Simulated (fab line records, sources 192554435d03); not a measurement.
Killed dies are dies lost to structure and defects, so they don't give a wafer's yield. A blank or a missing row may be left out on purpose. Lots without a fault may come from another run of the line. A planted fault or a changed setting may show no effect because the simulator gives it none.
fab line records | flow n5_finfet
record lots=7 wafers=39
route steps=1938 shown BEOL_M8@1332 BEOL_M9@1460 BEOL_M10@1533 BEOL_M13@1673 MIM_TOP@1835
start_h: hours from the record's first day to the start of the lot's first wafer shown | wait_h: hours since the lot's step before | " the same as in the row above | L1.1+2: a row that stands for several wafers | - no value, or no start given | * or withheld: withheld | < > ~ a bound
route shown NAME@n: a module of which the file shows steps, and the number in the route of the first | usual: mean/standard deviation of fault-free wafers | same: alike in all rows | chamber/n: place in a boat | sites: the reading at each site | _std_site: their standard deviation | _edge_site: outer sites' mean less inner sites' | radius_mm: how far each site lies from the wafer's centre | mask NAME#n: copy n | behind: the tool/chamber that last shaped the wafer | hold: why the lot was held/for how many hours/how that ended | device: the transistor (n, p or np) that didn't switch | end of line: the same wafers' tests at the end of the route | a step without rows: its recipe alone | killed: dies lost to structure and defects at the first sort, not the wafer's yield | map: a wafer's dies, x killed, . not, _ none there
set.NAME: the setting as run; set.NAME@STEP: as run at that earlier step | model.NAME: the simulator's own value behind a step, which no gauge read
lots whose settings were changed on purpose; a table a step, a row a wafer
## steps
# step N5_BEOL_M8_ILD_DEP_00
# recipe material=SiCOH_lowk target_thk_a=1797.5 temp_c=300 precursor=DEMS/porogen pressure_torr=5 rf_w=500 time_s=33.4
# columns lot.wafer tool chamber start_h wait_h set.target_thk_a model.SiCOH_lowk_of_BEOL_M8_ILD_DEP_00.thk_nm
L081.1 pecvd-02 2 249.24 0.0 1797.5 175.8
L081.2 " 1 " " 2680 259.2
L081.3 " 0 " " 2680 264.2
L081.4 " 0 " " 1797.5 177.4
L081.5 " 2 " " 1797.5 181.8
L081.6 " 1 " " 2680 265.8
L082.1 pecvd-04 2 267.20 0.0 1437 143.2
L082.2 " 1 " " 1437 141.6
L082.3 " 0 " " 1797.5 176.6
L082.4 " 0 " " 1797.5 180.4
L082.5 " 2 " " 1437 144.4
L082.6 " 1 " " 1797.5 178
L090.1 pecvd-03 1 292.05 0.0 1797.5 180.2
L090.2 " 2 " " 1797.5 179.6
L090.3 " 0 " " 948.7 95.2
L090.4 " 1 " " 948.7 95.8
L090.5 " 2 " " 1797.5 180.8
L090.6 " 0 " " 948.7 96.4
L091.1 pecvd-03 0 318.18 0.0 1797.5 177.4
L091.2 " 2 " " 1797.5 179
L091.3 " 1 " " 2145 213.6
L091.4 " 0 " " 2145 215.4
L091.5 " 2 " " 2145 215.6
L091.6 " 1 " " 1797.5 180.2
L095.1 pecvd-02 2 342.57 0.0 2485 242.6
L095.2 " 1 " " 2485 242.8
L095.3 " 0 " " 1797.5 174.8
L095.4 " 0 " " 1797.5 178.4
L095.5 " 1 " " 2485 246.2
L095.6 " 2 " " 1797.5 176
L096.1 pecvd-03 2 347.44 0.0 1797.5 180.6
L096.2 " 1 " " 1797.5 178.8
L096.3 " 0 " " 1797.5 181
L096.4 " 1 " " 1797.5 178.6
L096.5+6 " 2,0 " " 1797.5 182.6
L097.3 pecvd-03 2 350.95 0.0 1797.5 177.2
L097.4 " 0 " " 1797.5 180.4
L097.6 " 1 " " 1797.5 180
# step N5_BEOL_M8_CURE_74
# recipe temp_c=385 time_s=240 ambient=He/Ar material=SiCOH_lowk
# columns lot.wafer tool chamber start_h wait_h set.target_thk_a@BEOL_M8_ILD_DEP_00 model.SiCOH_lowk_of_BEOL_M8_ILD_DEP_00.thk_nm
L081.1 uv_cure-02 2 249.30 0.0 1797.5 151.6
L081.2 " 2 " " 2680 224.6
L081.3 " 2 " " 2680 229
L081.4 " 2 " " 1797.5 153
L081.5 " 2 " " 1797.5 156.8
L081.6 " 2 " " 2680 230.4
L082.1 uv_cure-01 1 267.26 0.0 1437 123.2
L082.2 " 1 " " 1437 121.8
L082.3 " 1 " " 1797.5 152.2
L082.4 " 1 " " 1797.5 155.6
L082.5 " 1 " " 1437 124.4
L082.6 " 1 " " 1797.5 153.6
L090.1 uv_cure-03 0 292.11 0.0 1797.5 155.4
L090.2 " 0 " " 1797.5 155
L090.3 " 0 " " 948.7 81.6
L090.4 " 0 " " 948.7 82.2
L090.5 " 0 " " 1797.5 156
L090.6 " 0 " " 948.7 82.8
L091.1 uv_cure-01 1 318.25 0.0 1797.5 153
L091.2 " 1 " " 1797.5 154.4
L091.3 " 1 " " 2145 184.6
L091.4+5 " 1 " " 2145 186.2
L091.6 " 1 " " 1797.5 155.4
L095.1 uv_cure-03 1 342.63 0.0 2485 210
L095.2 " 1 " " 2485 210.2
L095.3 " 1 " " 1797.5 150.6
L095.4 " 1 " " 1797.5 153.8
L095.5 " 1 " " 2485 213.2
L095.6 " 1 " " 1797.5 151.6
L096.1 uv_cure-02 0 347.52 0.1 1797.5 155.8
L096.2 " 0 " " 1797.5 154.2
L096.3 " 0 " " 1797.5 156
L096.4 " 0 " " 1797.5 154
L096.5+6 " 0 " " 1797.5 157.4
L097.3 uv_cure-03 0 351.17 0.2 1797.5 152.8
L097.4 " 0 " " 1797.5 155.6
L097.6 " 0 " " 1797.5 155.2
# step N5_BEOL_M8_THK_MEAS_01
# recipe reads=SiCOH_lowk_of_BEOL_M8_ILD_DEP_00
# usual M8_ILD_THK=153.9/2.1
# columns lot.wafer tool chamber start_h wait_h set.target_thk_a@BEOL_M8_ILD_DEP_00 M8_ILD_THK[nm]
L081.1 film_metro-02 - 250.30 0.8 1797.5 151.7
L081.2 " - " " 2680 224.6
L081.3 " - " " 2680 229.1
L081.4 " - " " 1797.5 153.0
L081.5 " - " " 1797.5 156.8
L081.6 " - " " 2680 230.3
L082.1 film_metro-02 - 267.78 0.4 1437 123.3
L082.2 " - " " 1437 121.7
L082.3 " - " " 1797.5 152.3
L082.4 " - " " 1797.5 155.5
L082.5 " - " " 1437 124.4
L082.6 " - " " 1797.5 153.6
L090.1 film_metro-02 - 293.10 0.8 1797.5 155.4
L090.2 " - " " 1797.5 154.9
L090.3 " - " " 948.7 81.7
L090.4 " - " " 948.7 82.3
L090.5 " - " " 1797.5 155.9
L090.6 " - " " 948.7 82.7
L091.1 film_metro-01 - 318.76 0.4 1797.5 153.0
L091.2 " - " " 1797.5 154.3
L091.3 " - " " 2145 184.5
L091.4 " - " " 2145 186.4
L091.5 " - " " 2145 186.3
L091.6 " - " " 1797.5 155.3
L095.1 film_metro-02 - 343.14 0.4 2485 210.0
L095.2 " - " " 2485 210.2
L095.3 " - " " 1797.5 150.7
L095.4 " - " " 1797.5 153.8
L095.5 " - " " 2485 213.3
L095.6 " - " " 1797.5 151.8
L096.1 film_metro-01 - 348.03 0.4 1797.5 155.9
L096.2 " - " " 1797.5 154.2
L096.3 " - " " 1797.5 156.1
L096.4 " - " " 1797.5 153.9
L096.5 " - " " 1797.5 157.4
L096.6 " - " " 1797.5 157.3
L097.3 film_metro-02 - 351.54 0.3 1797.5 152.9
L097.4 " - " " 1797.5 155.6
L097.6 " - " " 1797.5 155.2
# step N5_BEOL_M9_CVD_78
# recipe material=Co target_thk_a=20 temp_c=withheld precursor=CCTBA/H2 pressure_torr=30 time_s=138.9
# columns lot.wafer tool chamber start_h wait_h set.target_thk_a model.Co_of_BEOL_M9_CVD_78.thk_nm
L081.1+2 cvd_co-01 0,1 264.77 0.0 9.832 1
L081.3 " 2 " " 9.832 1.2
L081.4 " 1 " " 20 2
L081.5+6 " 2,0 " " 20 2.2
L082.1+4 cvd_co-02 0,1 286.65 0.1 20 2.2
L082.2+3+5+6 " 1,2,2,0 " " 20 2
L090.1+4 cvd_co-01 0,2 304.50 0.1 20 2.2
L090.2 " 1 " " 20 2
L090.3+5+6 " 2,1,0 " " 12.79 1.4
L091.1+3+4+6 cvd_co-01 0,0,2,2 335.78 0.3 20 2.2
L091.2+5 " 2,0 " " 20 2
L095.1 cvd_co-02 0 357.38 0.1 20 2.2
L095.2+3 " 2,1 " " 15.89 1.6
L095.4+6 " 1,2 " " 20 2
L095.5 " 0 " " 15.89 1.8
L096.1+5 cvd_co-02 2 364.48 0.3 20 2
L096.2+3+4 " 1,0,1 " " 20 2.2
L096.6 " 0 " " 20 2.4
L097.3 cvd_co-02 0 368.75 0.0 20 2.4
L097.4+6 " 2,1 " " 20 2.2
# step N5_BEOL_M10_DEP_56
# recipe material=SiCN target_thk_a=150 temp_c=withheld precursor=3MS/NH3 pressure_torr=3 rf_w=202 time_s=26.5
# columns lot.wafer tool chamber start_h wait_h set.target_thk_a model.SiCN_of_BEOL_M10_DEP_56.thk_nm
L081.1+5+6 pecvd-01 0,2,1 275.46 0.0 150 15
L081.2+3 " 1,2 " " 189.2 18.8
L081.4 " 0 " " 189.2 19
L082.1 pecvd-04 2 298.71 0.0 173.6 16.8
L082.2 " 1 " " 173.6 17
L082.3 " 0 " " 150 15.2
L082.4 " 0 " " 173.6 17.8
L082.5 " 1 " " 150 14.8
L082.6 " 2 " " 150 14.6
L090.1+3+4 pecvd-01 2,0,0 315.42 0.0 150 14.6
L090.2+6 " 1,2 " " 150 14.8
L090.5 " 1 " " 150 15
L091.1+4 pecvd-04 2 345.89 0.0 93.91 9
L091.2 " 0 " " 150 14.6
L091.3 " 1 " " 150 14.8
L091.5 " 1 " " 93.91 9.4
L091.6 " 0 " " 150 15
L095.1+4 pecvd-01 1 369.96 0.0 150 15.2
L095.2 " 2 " " 150 15
L095.3+5+6 " 0,2,0 " " 87.77 8.8
L096.1 pecvd-04 1 375.91 0.0 150 14.8
L096.2+4+6 " 0,1,1 " " 150 15
L096.3+5 " 0 " " 150 15.2
L097.3 pecvd-01 2 379.14 0.0 150 14.8
L097.4+6 " 1,0 " " 150 15.2
# step N5_BEOL_M13_ETCH_59
# recipe chemistry=N2/H2 target=BARC target_depth_a=890 overetch_a=267 time_s=67.9 ion_energy_ev=200 pressure_mtorr=30 source_w=840 bias_w=150 n2_flow_sccm=200 h2_flow_sccm=200
# columns lot.wafer tool chamber start_h wait_h set.time_s model.coat_of_BEOL_M13_COAT_04.thk_nm
L081.1+6 rie_diel-04 3 289.29 0.0 67.9 317.8
L081.2 " 2 " " 67.9 320.4
L081.3 " 0 " " 67.9 321.4
L081.4 " 1 " " 67.9 320.8
L081.5 " 2 " " 67.9 321.6
L082.1 rie_diel-06 2 313.48 0.0 92.6 293.4
L082.2 " 1 " " 67.9 314.6
L082.3 " 0 " " 67.9 317.2
L082.4 " 3 " " 67.9 318.6
L082.5+6 " 1,0 " " 92.6 291
L090.1 rie_diel-06 1 337.39 0.0 91.7 293.2
L090.2 " 2 " " 67.9 317.4
L090.3 " 3 " " 91.7 296.2
L090.4 " 3 " " 91.7 297.8
L090.5 " 2 " " 67.9 318.2
L090.6 " 1 " " 67.9 315.4
L091.1 rie_diel-06 0 359.65 0.0 52.81 332.4
L091.2 " 2 " " 67.9 318.4
L091.3 " 1 " " 52.81 332
L091.4 " 3 " " 67.9 320.4
L091.5 " 2 " " 52.81 332.8
L091.6 " 1 " " 67.9 316.8
L095.1 rie_diel-02 1 386.06 0.0 67.9 317
L095.2 " 3 " " 67.9 319.8
L095.3 " 2 " " 99.94 283.6
L095.4+5 " 0,1 " " 99.94 286.4
L095.6 " 0 " " 67.9 316
L097.3 rie_diel-02 2 392.82 0.0 67.9 315.4
L097.4 " 1 " " 67.9 318.6
L097.6 " 1 " " 67.9 317.6
L096.1 rie_diel-04 1 396.04 0.0 47.63 339
L096.2 " 0 " " 47.63 338.8
L096.3 " 3 " " 67.9 316.8
L096.4 " 1 " " 47.63 339.8
L096.5 " 0 " " 67.9 320.8
L096.6 " 3 " " 67.9 317.4
# step N5_BEOL_M13_VIA_ETCH_16
# recipe chemistry=C4F8/O2/Ar target=SiOC pressure_mtorr=30 source_w=3000 bias_w=700 Ar_flow_sccm=400 C4F8_flow_sccm=15 O2_flow_sccm=8 he_inner_torr=15 he_outer_torr=30 target_depth_a=9217 time_s=withheld ion_energy_ev=250 ends=cleared
# columns lot.wafer tool chamber start_h wait_h set.time_s@BEOL_M13_ETCH_59 model.coat_of_BEOL_M13_COAT_04.thk_nm
L081.1 rie_diel-04 3 289.34 0.0 * 70.4
L081.2 " 2 " " * 79.6
L081.3 " 0 " " * 72.4
L081.4 " 1 " " * 71.2
L081.5 " 2 " " * 76
L081.6 " 3 " " * 66.6
L082.1 rie_diel-06 2 313.53 0.0 * 52.8
L082.2 " 1 " " * 67.4
L082.3 " 0 " " * 76.6
L082.4 " 3 " " * 76.2
L082.5 " 1 " " * 41
L082.6 " 0 " " * 41.4
L090.1 rie_diel-06 1 337.44 0.0 * 48.8
L090.2 " 2 " " * 71.8
L090.3 " 3 " " * 46.8
L090.4 " 3 " " * 48.4
L090.5 " 2 " " * 61.8
L090.6 " 1 " " * 66.4
L091.1 rie_diel-06 0 359.70 0.0 * 86.2
L091.2 " 2 " " * 70.6
L091.3 " 1 " " * 87.4
L091.4 " 3 " " * 67.6
L091.5 " 2 " " * 83.4
L091.6 " 1 " " * 66.6
L095.1 rie_diel-02 1 386.11 0.0 * 75.2
L095.2 " 3 " " * 75.8
L095.3 " 2 " " * 39.2
L095.4 " 0 " " * 39.6
L095.5 " 1 " " * 37.8
L095.6 " 0 " " * 71.2
L097.3 rie_diel-02 2 392.87 0.0 * 69
L097.4 " 1 " " * 67.6
L097.6 " 1 " " * 73
L096.1 rie_diel-04 1 396.09 0.0 * 94
L096.2 " 0 " " * 97
L096.3 " 3 " " * 69
L096.4 " 1 " " * 93.8
L096.5 " 0 " " * 73.8
L096.6 " 3 " " * 68.8
# step N5_BEOL_M13_STRIP_63
# recipe chemistry=N2/H2 power_w=1000 temp_c=250 h2_frac=0.65 overash_fraction=0.3 pressure_mtorr=1000 n2_flow_sccm=1750 h2_flow_sccm=3250
# usual strip_time_to_endpoint_s=27.6/1.4
# columns lot.wafer tool chamber start_h wait_h set.time_s@BEOL_M13_ETCH_59 strip_time_to_endpoint_s
L081.1 plasma_asher-02 1 289.59 - 67.9 27.8
L081.2 " 0 " " 67.9 30.4
L081.3 " 0 " " 67.9 28.4
L081.4 " 1 " " 67.9 28.0
L081.5 " 0 " " 67.9 29.4
L081.6 " 1 " " 67.9 26.7
L082.1 plasma_asher-01 1 313.77 - 92.6 22.5
L082.2 " 0 " " 67.9 26.9
L082.3 " 0 " " 67.9 29.6
L082.4 " 1 " " 67.9 29.4
L082.5 " 1 " " 92.6 18.7
L082.6 " 0 " " 92.6 18.9
L090.1 plasma_asher-02 0 337.68 - 91.7 21.2
L090.2 " 1 " " 67.9 28.2
L090.3 " 1 " " 91.7 20.6
L090.4 " 0 " " 91.7 21.1
L090.5 " 1 " " 67.9 25.2
L090.6 " 0 " " 67.9 26.6
L091.1 plasma_asher-01 0 359.94 - 52.81 32.3
L091.2 " 1 " " 67.9 27.8
L091.3 " 0 " " 52.81 32.7
L091.4 " 1 " " 67.9 27.0
L091.5 " 0 " " 52.81 31.5
L091.6 " 1 " " 67.9 26.6
L095.1 plasma_asher-01 0 386.34 - 67.9 29.2
L095.2 " 1 " " 67.9 29.4
L095.3 " 1 " " 99.94 18.2
L095.4 " 0 " " 99.94 18.2
L095.5 " 1 " " 99.94 17.7
L095.6 " 0 " " 67.9 28.0
L097.3 plasma_asher-02 1 393.13 - 67.9 27.4
L097.4 " 0 " " 67.9 26.9
L097.6 " 1 " " 67.9 28.6
L096.1 plasma_asher-01 0 396.33 - 47.63 34.5
L096.2 " 1 " " 47.63 35.4
L096.3 " 1 " " 67.9 27.3
L096.4 " 0 " " 47.63 34.5
L096.5 " 1 " " 67.9 28.8
L096.6 " 0 " " 67.9 27.3
# step N5_MIM_TOP_ALD_01
# recipe material=HfO2 target_thk_a=56 temp_c=withheld ald_precursor_family=Hf-amide ald_co_reactant=O3 pulse_time_s=1 purge_time_s=3 co_reactant_purge_time_s=2 co_reactant_pulse_time_s=3 ald_cycles=62
# columns lot.wafer tool chamber start_h wait_h set.ald_cycles model.HfO2_of_MIM_TOP_ALD_01.thk_nm
L081.1+2+5 ald_hk-03 2,3,0 - - 78 7
L081.3+4+6 " 0,1,3 " " 62 5.6
L082.1+2+3+4+5+6 ald_hk-01 3,2,1,0,3,2 - - 62 5.6
L090.1 ald_hk-03 1 - - 72 6.4
L090.2+3+5 " 2,3,2 " " 62 5.6
L090.4+6 " 0,1 " " 72 6.6
L091.1+2+5 ald_hk-02 0,3,3 - - 62 5.6
L091.3+4+6 " 2,1,0 " " 47 4.2
L095.1+3+6 ald_hk-01 3,2,3 - - 62 5.6
L095.2+4+5 " 1,0,0 " " 41 3.6
L097.3+4+6 ald_hk-02 2,3,1 - - 62 5.6
L096.1+2+5 ald_hk-01 2,3,2 - - 25 2.2
L096.3+4+6 " 0,1,1 " " 62 5.6
## key
split step=N5_BEOL_M8_ILD_DEP_00 setting=target_thk_a stated=1797.5 by=wafer
response step=N5_BEOL_M8_ILD_DEP_00 reading=model.SiCOH_lowk_of_BEOL_M8_ILD_DEP_00.thk_nm change=+1.76 per=1% r=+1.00
response step=N5_BEOL_M8_CURE_74 reading=model.SiCOH_lowk_of_BEOL_M8_ILD_DEP_00.thk_nm change=+1.54 per=1% r=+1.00
response step=N5_BEOL_M8_THK_MEAS_01 reading=M8_ILD_THK change=+1.54 per=1% r=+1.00
split step=N5_BEOL_M9_CVD_78 setting=target_thk_a stated=20 by=wafer
response step=N5_BEOL_M9_CVD_78 reading=model.Co_of_BEOL_M9_CVD_78.thk_nm change=+0.0206 per=1% r=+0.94
split step=N5_BEOL_M10_DEP_56 setting=target_thk_a stated=150 by=wafer
response step=N5_BEOL_M10_DEP_56 reading=model.SiCN_of_BEOL_M10_DEP_56.thk_nm change=+0.151 per=1% r=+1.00
split step=N5_BEOL_M13_ETCH_59 setting=time_s stated=67.9 by=wafer
response step=N5_BEOL_M13_ETCH_59 reading=model.coat_of_BEOL_M13_COAT_04.thk_nm change=-0.666 per=1% r=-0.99
response step=N5_BEOL_M13_VIA_ETCH_16 reading=model.coat_of_BEOL_M13_COAT_04.thk_nm change=-0.724 per=1% r=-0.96
response step=N5_BEOL_M13_STRIP_63 reading=strip_time_to_endpoint_s change=* per=1% r=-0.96
split step=N5_MIM_TOP_ALD_01 setting=ald_cycles stated=62 by=wafer
response step=N5_MIM_TOP_ALD_01 reading=model.HfO2_of_MIM_TOP_ALD_01.thk_nm change=+0.0572 per=1% r=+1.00
